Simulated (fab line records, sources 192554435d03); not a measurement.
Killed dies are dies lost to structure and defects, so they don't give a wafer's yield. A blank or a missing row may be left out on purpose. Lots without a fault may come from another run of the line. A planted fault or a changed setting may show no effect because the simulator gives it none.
Chamber matching | flow n5_finfet | N5_BEOL_M11_STRIP_19 on rie_diel-03: 4 sister chambers
The step strips in O2. 4 wafers are shown with their chamber, then 7 later ones without.

WAFERS WITH THEIR CHAMBER
wafer  | chamber | showerhead_plenum_p_Torr (Torr)
L080.6 | 2       | 2.06
L084.1 | 0       | 2.06
L089.1 | 1       | 2.22
L089.5 | 3       | 2.13

WAFERS WITHOUT THEIR CHAMBER
wafer  | showerhead_plenum_p_Torr (Torr)
L089.6 | 2.06
L096.3 | 2.05
L096.5 | 2.22
L096.6 | 2.12
L095.2 | 2.12
L095.5 | 2.22
L095.6 | 2.12

WHICH CHAMBER EACH WENT THROUGH
wafer  | from the rows above     | in truth
L089.6 | can't be placed: 0 or 2 | 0
L096.3 | can't be placed: 0 or 2 | 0
L096.5 | 1                       | 1
L096.6 | 3                       | 3
L095.2 | 3                       | 3
L095.5 | 1                       | 1
L095.6 | 3                       | 3
Placed correctly: 5 of 7. Can't be placed from these rows: 2 (the true chamber is among the candidates in 2). Placed wrongly: 0.
How it was worked out, from the rows above alone: a wafer's distance from a chamber is the root of the sum, over the readings, of the square of ((its reading less the chamber's mean) divided by the reading's scatter). The wafer belongs to the nearest chamber; if the next one is less than 2 further off, it can't be placed. A chamber's mean is the mean of its shown wafers. The scatter: with one shown wafer a chamber, the root of the mean of the squares of how far each hidden wafer lies from its nearest shown one.
